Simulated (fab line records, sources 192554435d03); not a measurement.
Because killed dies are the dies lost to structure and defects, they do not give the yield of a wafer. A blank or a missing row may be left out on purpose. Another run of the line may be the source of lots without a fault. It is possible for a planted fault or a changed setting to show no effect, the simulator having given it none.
Chamber matching + flow n5_finfet + rie_diel-02 running N5_BEOL_M5_ETCH_75: 4 sister chambers
The step etches underlayer in N2/H2, target depth 6.5 nm, time 5.2 s. 16 wafers are shown with their chamber, then 8 later ones without.

## WAFERS PAIRED WITH THEIR CHAMBERS
| wafer  | chamber | showerhead_plenum_p_Torr (Torr) | throttle_valve_pct (%) | drypump_motor_current_A (A) |
|--------|---------|---------------------------------|------------------------|-----------------------------|
| L075.2 | 0       | 2.49                            | 17.66                  | 5.7                         |
| L075.3 | 3       | 2.47                            | 18.13                  | 5.8                         |
| L075.6 | 1       | 2.59                            | 17.68                  | 6.4                         |
| L080.1 | 2       | 2.63                            | 17.87                  | 6.0                         |
| L080.3 | 3       | 2.46                            | 18.16                  | 5.8                         |
| L080.5 | 0       | 2.48                            | 17.68                  | 5.6                         |
| L082.2 | 3       | 2.46                            | 18.18                  | 5.8                         |
| L082.3 | 2       | 2.62                            | 17.88                  | 6.0                         |
| L082.5 | 3       | 2.46                            | 18.19                  | 5.8                         |
| L085.2 | 3       | 2.46                            | 18.20                  | 5.8                         |
| L085.3 | 2       | 2.62                            | 17.87                  | 6.0                         |
| L085.4 | 0       | 2.48                            | 17.68                  | 5.6                         |
| L089.2 | 2       | 2.62                            | 17.89                  | 6.0                         |
| L089.3 | 0       | 2.47                            | 17.74                  | 5.7                         |
| L089.5 | 0       | 2.47                            | 17.71                  | 5.7                         |
| L088.1 | 1       | 2.58                            | 17.70                  | 6.3                         |

SIGNATURES, as means of the wafers listed above
| reading                  | chamber 0 | chamber 1 | chamber 2 | chamber 3 | scatter within a chamber |
|--------------------------|-----------|-----------|-----------|-----------|--------------------------|
| showerhead_plenum_p_Torr | 2.4780    | 2.5850    | 2.6225    | 2.4620    | 0.00636                  |
| throttle_valve_pct       | 17.6940   | 17.6900   | 17.8775   | 18.1720   | 0.025                    |
| drypump_motor_current_A  | 5.660     | 6.350     | 6.000     | 5.800     | 0.0376                   |
Rule: for a wafer and a chamber, the distance is found by dividing, reading by reading, the gap between the wafer's reading and the chamber's mean by the reading's scatter, squaring, summing and taking the root. If the next closest chamber is less than 2 further off than the closest, the wafer can't be placed; otherwise it belongs to the closest. The scatter: take each reading less its chamber's mean, square it, sum over the shown wafers, divide by the number of wafers less the number of chambers, and take the root.

## WAFERS MISSING THEIR CHAMBER
| wafer  | showerhead_plenum_p_Torr (Torr) | throttle_valve_pct (%) | drypump_motor_current_A (A) |
|--------|---------------------------------|------------------------|-----------------------------|
| L088.2 | 2.47                            | 17.72                  | 5.6                         |
| L088.4 | 2.62                            | 17.91                  | 6.1                         |
| L091.1 | 2.45                            | 18.21                  | 5.8                         |
| L091.3 | 2.47                            | 17.72                  | 5.6                         |
| L091.6 | 2.47                            | 17.75                  | 5.6                         |
| L095.4 | 2.45                            | 18.26                  | 5.8                         |
| L095.5 | 2.46                            | 17.74                  | 5.7                         |
| L095.6 | 2.57                            | 17.71                  | 6.3                         |

## CHAMBER TAKEN BY EACH
| wafer  | from the rows above | in truth |
|--------|---------------------|----------|
| L088.2 | 0                   | 0        |
| L088.4 | 2                   | 2        |
| L091.1 | 3                   | 3        |
| L091.3 | 0                   | 0        |
| L091.6 | 0                   | 0        |
| L095.4 | 3                   | 3        |
| L095.5 | 0                   | 0        |
| L095.6 | 1                   | 1        |
Correctly placed: 8 of 8. Not placeable from these rows: 0. 0 placed wrongly.
